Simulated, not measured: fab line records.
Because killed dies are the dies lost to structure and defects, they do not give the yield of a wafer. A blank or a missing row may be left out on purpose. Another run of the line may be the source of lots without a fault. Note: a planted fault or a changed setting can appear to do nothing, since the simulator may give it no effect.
fab line records	flow n5-finfet
[record] lots = 11	wafers = 33	last-day = 17
route steps=1938 shown BEOL_M13@1700 BEOL_M14@1718
lots untouched by any fault: they come from a run of this same line in which no faults occurred
start-h: hours from the record's opening day to when the first of the lot's shown wafers began	wait-h: hours from the lot's prior step to this one	" same as the row above	L1.1+2: a row that stands for several wafers	- value missing, or start not given	* or withheld: withheld	< > ~ a bound
route shown NAME@n: a module of which the file shows steps, and the number in the route of the first	usual: the fault-free wafers' mean and standard deviation	same: alike in all rows	chamber/n: place in a boat	sites: per-site readings	_std_site: the values' standard deviation	_edge_site: mean of outer sites minus mean of inner sites	radius-mm: for every site, how far away it sits from the centre of the wafer	mask NAME#n: copy n	behind: the tool/chamber that last shaped the wafer	hold: reason for holding the lot/hours on hold/outcome of the hold	device: names the non-switching transistor (n, p or np)	end of line: the tests these same wafers got at the end of their route	a step given without rows: its recipe and nothing more	killed: not the wafer's yield, but the dies lost to structure and defects at the first sort	map: a wafer's dies, x killed, . not, _ none there
set.NAME: the setting the step ran with; set.NAME@STEP: the setting that earlier step ran with	model.NAME: the simulator's own value behind a step, which no gauge read
steps of the route over a sample of lots; a table a step, a row a wafer
services: from which hour (start-h, from the record's first day; less than 0 if before it) a tool's chamber was out of use, for how many hours, and why
[[steps]]
[step N5_BEOL_M13_ETCH_38]
[recipe] chemistry = CF4/N2	target = SiCN	target-depth-a = 675	taper-deg = 2	time-s = 71.9	ion-energy-ev = 150	mask-material = SiO2	pressure-mtorr = 40	source-w = 430	bias-w = 70	Ar_flow_sccm = 100	cf4-flow-sccm = 60	n2-flow-sccm = 60
[usual] drypump-motor-current-A = 5.6/0.45	oes-product-au = 0.81/0.078	rf-fwd-power-W = 428.1/1.4	rf-vpp-V = 382.5/2.3	showerhead-plenum-p-Torr = 2.22/0.086	throttle-valve-pct = 15.50/0.2
lot.wafer	tool	chamber	start-h	wait-h	drypump-motor-current-A	oes-product-au	rf-fwd-power-W	rf-hours-counter-h	rf-vpp-V	showerhead-plenum-p-Torr	throttle-valve-pct
L192.2	rie-diel-02	0	284.47	-	5.8	0.70	431.7	223	381.7	2.18	15.77
L192.5	"	2	"	"	5.9	0.84	428.8	-	385.9	2.32	15.33
L192.6	"	1	"	"	5.1	0.89	428.9	-	382.2	2.17	15.54
L198.3	rie-diel-02	0	298.20	-	5.7	0.69	427.8	228	381.4	2.18	15.77
L198.5	"	2	"	"	5.8	0.82	428.7	-	384.4	2.32	15.34
L198.6	"	3	"	"	5.7	0.87	428.8	-	381.7	2.15	15.43
L196.1	rie-diel-02	1	317.01	-	5.1	0.87	428.8	54	380.9	2.16	15.56
L196.4	"	0	"	"	5.7	0.69	428.6	234	381.0	2.18	15.78
L196.5	"	1	"	"	5.1	0.87	426.9	-	380.6	2.16	15.54
L203.1	rie-diel-04	1	331.13	-	5.2	0.94	427.1	13	382.0	2.16	15.20
L203.5	"	3	"	"	6.2	0.74	425.5	-	379.2	2.12	15.75
L203.6	"	0	"	"	4.8	0.84	428.5	-	384.4	2.33	15.30
L200.2	rie-diel-02	3	337.26	-	5.7	0.85	428.7	71	380.8	2.15	15.47
L200.3	"	2	"	"	5.8	0.81	426.9	81	386.3	2.31	15.38
L200.4	"	0	"	"	5.7	0.69	429.6	241	382.8	2.18	15.81
L204.2	rie-diel-02	3	355.02	-	5.7	0.85	428.8	77	380.4	2.15	15.47
L204.5	"	0	"	"	5.8	0.68	427.6	-	382.2	2.17	15.82
L204.6	"	3	"	"	5.7	0.85	427.6	-	381.1	2.15	15.46
L207.1	rie-diel-04	1	359.00	-	5.2	0.92	428.6	23	379.4	2.16	15.21
L207.4	"	3	"	"	6.2	0.73	426.6	173	378.6	2.12	15.79
L207.6	"	0	"	"	4.8	0.83	427.7	-	384.2	2.32	15.32
L205.1	rie-diel-04	1	362.71	-	5.2	0.91	428.1	25	380.8	2.16	15.23
L205.3	"	0	"	"	4.8	0.83	430.5	65	385.9	2.32	15.34
L205.4	"	2	"	"	6.1	0.78	425.0	95	385.8	2.32	15.76
L206.1	rie-diel-05	2	366.46	-	5.5	0.75	427.8	146	380.7	2.12	15.60
L206.2	"	3	"	"	5.9	0.78	429.1	100	384.7	2.32	15.36
L206.3	"	1	"	"	6.3	0.65	425.9	245	382.3	2.17	15.80
L208.1	rie-diel-04	3	373.79	-	6.2	0.74	426.5	178	380.6	2.11	15.79
L208.2	"	0	"	"	4.8	0.82	426.7	69	386.1	2.32	15.32
L208.4	"	1	"	"	5.1	0.92	429.7	29	380.2	2.15	15.24
L210.3	rie-diel-02	1	381.75	-	5.1	0.84	427.9	77	380.3	2.16	15.61
L210.5	"	1	"	"	5.1	0.84	427.2	-	379.8	2.16	15.60
L210.6	"	2	"	"	5.9	0.81	428.4	-	385.3	2.31	15.39
[step N5_BEOL_M13_ANNEAL_48]
[recipe] temp-c = 225	time-s = 90	ambient = N2
[usual] wafer_temp_C_max = 225.77/0.26
lot.wafer	tool	chamber	start-h	wait-h	wafer_temp_C_max
L192.2	rtp-anneal-02	0	285.60	0.2	225.53
L192.5	"	0	"	"	225.78
L192.6	"	0	"	"	225.81
L198.3	rtp-anneal-01	0	299.23	0.2	226.00
L198.5	"	0	"	"	226.05
L198.6	"	0	"	"	225.79
L196.1	rtp-anneal-02	0	317.72	0.1	226.18
L196.4	"	0	"	"	226.32
L196.5	"	0	"	"	225.99
L203.1	rtp-anneal-01	0	332.18	0.1	225.61
L203.5	"	0	"	"	225.95
L203.6	"	0	"	"	225.90
L200.2	rtp-anneal-01	0	338.25	0.2	225.82
L200.3	"	0	"	"	225.59
L200.4	"	0	"	"	225.66
L204.2	rtp-anneal-01	0	356.53	0.7	225.56
L204.5	"	0	"	"	225.65
L204.6	"	0	"	"	225.70
L207.1	rtp-anneal-01	0	360.02	0.4	225.68
L207.4	"	0	"	"	225.25
L207.6	"	0	"	"	225.65
L205.1	rtp-anneal-01	0	364.11	0.2	225.56
L205.3	"	0	"	"	226.07
L205.4	"	0	"	"	225.81
L206.1	rtp-anneal-01	0	367.67	0.1	225.71
L206.2	"	0	"	"	225.85
L206.3	"	0	"	"	225.77
L208.1	rtp-anneal-01	0	374.89	0.1	225.30
L208.2	"	0	"	"	225.50
L208.4	"	0	"	"	225.43
L210.3	rtp-anneal-01	0	383.52	0.7	225.70
L210.5	"	0	"	"	225.66
L210.6	"	0	"	"	225.36
[step N5_BEOL_M13_CMP_49]
[recipe] stop-on = SiOC	t-overpolish-s = 17.1	down-force-psi = 1	platen-rpm = 50	clearing-platen-down-force-psi = 1.5	clearing-platen-rpm = 50	post-cmp-clean = cu-alkaline	target-thk-nm = 420	clearing-platen-pad-velocity-m-s = 0.99484	pad-velocity-m-s = 0.99484
[usual] barrier-field-endpoint-s = 30.0/0.81	head-pressure-psi = 0.9998/0.0019	motor-current-A = 6.1/0.81	overpolish-run-s = 17.101/0.009	pad-life-wafers = 1032/640
lot.wafer	tool	chamber	start-h	wait-h	barrier-field-endpoint-s	head-pressure-psi	motor-current-A	overpolish-run-s	pad-life-wafers
L192.2	cmp-04	2	285.85	0.2	31.4	0.9982	5.5	17.104	2106
L192.5	"	2	"	"	31.8	1.0000	5.3	17.094	-
L192.6	"	3	"	"	29.2	0.9999	7.5	17.107	-
L198.3	cmp-01	0	299.51	0.2	29.4	0.9975	5.4	17.108	1994
L198.6	"	2	"	"	29.9	1.0004	6.9	17.088	-
L198.5	"	3	"	"	29.8	1.0028	6.3	17.102	-
L196.4	cmp-02	2	318.03	0.1	31.4	0.9968	6.0	17.102	924
L196.1	"	1	"	"	29.7	1.0037	7.6	17.077	927
L196.5	"	3	"	"	30.5	0.9980	5.2	17.096	-
L203.1	cmp-01	1	332.48	0.3	29.4	0.9990	5.1	17.103	192
L203.5	"	1	"	"	29.4	1.0003	4.9	17.113	-
L203.6	"	2	"	"	29.3	1.0004	6.7	17.113	-
L200.4	cmp-02	2	338.50	0.1	30.5	0.9964	5.5	17.097	1140
L200.2	"	3	"	"	29.3	1.0004	5.4	17.099	1141
L200.3	"	0	"	"	29.8	1.0016	6.5	17.099	1142
L204.2	cmp-02	0	356.82	0.2	30.1	0.9978	6.3	17.097	1351
L204.6	"	3	"	"	28.8	1.0016	5.5	17.109	-
L204.5	"	0	"	"	29.8	0.9985	6.6	17.090	-
L207.1	cmp-01	0	360.33	0.3	29.0	0.9965	5.7	17.095	420
L207.4	"	2	"	"	29.5	1.0008	6.9	17.109	422
L207.6	"	1	"	"	30.6	0.9967	5.0	17.096	-
L205.3	cmp-01	0	364.41	0.2	29.2	0.9972	5.2	17.097	450
L205.1	"	1	"	"	29.3	0.9977	4.9	17.089	451
L205.4	"	2	"	"	29.8	1.0029	6.8	17.111	452
L206.2	cmp-04	3	367.97	0.2	30.0	1.0002	6.9	17.111	384
L206.3	"	0	"	"	30.4	1.0017	6.4	17.106	385
L206.1	"	1	"	"	29.6	0.9998	5.6	17.106	386
L208.4	cmp-02	0	375.19	0.1	29.3	0.9981	6.3	17.111	1464
L208.2	"	1	"	"	29.0	0.9971	7.4	17.094	1465
L208.1	"	3	"	"	29.5	1.0005	5.3	17.100	1467
L210.3	cmp-01	1	383.85	0.3	29.6	1.0038	4.8	17.106	609
L210.6	"	2	"	"	29.8	1.0001	6.9	17.088	-
L210.5	"	3	"	"	30.4	0.9999	6.6	17.074	-
[step N5_BEOL_M14_COAT_58]
[recipe] resist = BARC	temp-c = 205	time-s = 60	spin-rpm = 1500	resist-thk-nm = 89
[usual] chill-plate-temp-C = 23.01/0.1	spin-speed-rpm = 1500.0/1.1
lot.wafer	tool	chamber	start-h	wait-h	chill-plate-temp-C	spin-speed-rpm
L192.2	litho-track-01	0	286.56	0.0	23.11	1502.1
L192.5	"	0	"	"	23.01	1501.5
L192.6	"	0	"	"	23.17	1502.0
L198.3	litho-track-01	0	300.23	0.0	23.18	1500.5
L198.5	"	0	"	"	22.96	1501.6
L198.6	"	0	"	"	23.09	1499.7
L196.1	litho-track-01	0	318.82	0.0	22.99	1499.6
L196.4	"	0	"	"	23.03	1501.6
L196.5	"	0	"	"	22.99	1501.0
L203.1	litho-track-05	0	333.20	0.0	23.24	1499.5
L203.5	"	0	"	"	23.06	1498.4
L203.6	"	0	"	"	23.12	1500.2
L200.2	litho-track-01	0	339.21	0.0	23.01	1498.5
L200.3	"	0	"	"	22.91	1498.9
L200.4	"	0	"	"	22.94	1499.4
L204.2	litho-track-05	0	357.49	0.0	22.96	1499.4
L204.5	"	0	"	"	22.91	1500.5
L204.6	"	0	"	"	23.01	1500.3
L207.1	litho-track-04	0	361.03	0.0	22.83	1498.2
L207.4	"	0	"	"	22.92	1498.8
L207.6	"	0	"	"	22.82	1501.0
L205.1	litho-track-01	0	365.11	0.0	22.98	1633.9
L205.3	"	0	"	"	23.08	1633.7
L205.4	"	0	"	"	22.95	1634.0
L206.1	litho-track-04	0	368.68	0.0	22.92	1497.9
L206.2	"	0	"	"	22.97	1498.5
L206.3	"	0	"	"	22.90	1500.6
L208.1	litho-track-01	0	375.90	0.0	23.09	1632.1
L208.2	"	0	"	"	22.96	1633.2
L208.4	"	0	"	"	23.10	1630.8
L210.3	litho-track-01	0	384.47	0.0	23.15	1635.3
L210.5	"	0	"	"	23.06	1631.8
L210.6	"	0	"	"	22.98	1631.3
[[services]]
tool	chamber	start-h	hours	kind
rie-diel-04	1	263.33	-	clean
rie-diel-04	1	263.33	-	consumable-replace:focus-ring
rie-diel-04	1	263.33	21.3	scheduled-down
rie-diel-04	1	263.33	21.3	vent-cycle
cmp-04	-	265.21	0.9	repair
cmp-04	-	272.46	1.0	repair
cmp-04	-	293.12	4.0	pm
cmp-04	-	297.12	-	consumable-replace:conditioner
cmp-04	-	297.12	5.5	pm
cmp-01	-	308.39	4.0	pm
cmp-01	-	312.39	-	consumable-replace:conditioner
cmp-01	-	312.39	-	consumable-replace:pad
cmp-04	-	314.66	2.2	repair
cmp-04	-	331.69	18.2	pm
cmp-01	-	348.38	5.5	pm
rie-diel-04	3	352.37	5.9	repair
rie-diel-05	3	368.86	6.4	repair
cmp-02	-	370.34	4.6	repair
rie-diel-02	0	371.14	-	clean
rie-diel-02	0	371.14	-	consumable-replace:focus-ring
rie-diel-02	0	371.14	15.0	scheduled-down
rie-diel-02	0	371.14	15.0	vent-cycle
rie-diel-05	-	372.88	0.2	repair
rie-diel-05	0	381.64	1.3	repair
[[key]]
[first-sign] step = N5_BEOL_M14_COAT_58	reading = spin-speed-rpm	direction = up	sigmas = 99+	usual = *	struck = *
effect none on later readings
met-at N5_BEOL_M14_COAT_58
struck-lots L205,L208,L210
not-acting-at N5_BEOL_M13_ETCH_38,N5_BEOL_M13_ANNEAL_48,N5_BEOL_M13_CMP_49
onset-between 339.21 365.11
[fault] kind = process-parameter-drift	tool = litho-track-01	chamber = -	onset-h = 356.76	steps = N5_BEOL_M14_COAT_58	channel = spin-rpm	offset = *	shape = step	end-h = 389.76	acts-in = *	stated = *
